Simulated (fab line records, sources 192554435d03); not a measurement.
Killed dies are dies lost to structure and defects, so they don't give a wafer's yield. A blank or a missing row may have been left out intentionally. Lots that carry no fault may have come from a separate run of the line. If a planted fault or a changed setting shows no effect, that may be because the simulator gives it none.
Matching of chambers    flow n5_finfet    N5_FIN_CUT_STRIP_22 on rie_diel-06 has 4 sister chambers
The step strips in N2/H2. 4 wafers are shown with their chamber, then 8 later ones without.

## EACH WAFER AND ITS CHAMBER
wafer   chamber  showerhead_plenum_p_Torr (Torr)
L086.3  1        3.53
L087.1  0        3.45
L087.5  2        3.18
L089.1  3        3.29

## WAFERS WHOSE CHAMBER IS MISSING
wafer   showerhead_plenum_p_Torr (Torr)
L089.4  3.53
L089.5  3.18
L091.3  3.53
L091.4  3.45
L091.5  3.18
L095.1  3.17
L095.4  3.28
L095.6  3.28

## WHICH CHAMBER EACH WENT THROUGH
wafer   from the rows above  in truth
L089.4  1                    1
L089.5  2                    2
L091.3  1                    1
L091.4  0                    0
L091.5  2                    2
L095.1  2                    2
L095.4  3                    3
L095.6  3                    3
8 of 8 placed correctly. Number that these rows cannot place: 0. Number placed wrongly: 0.
How it was worked out, from the rows above alone: a wafer's distance from a chamber is the root of the sum, over the readings, of the square of ((its reading less the chamber's mean) divided by the reading's scatter). The wafer belongs to the nearest chamber; if the next one is less than 2 further off, it can't be placed. Each chamber's mean is taken over the wafers shown for it. The scatter: with one shown wafer a chamber, the root of the mean of the squares of how far each hidden wafer lies from its nearest shown one.
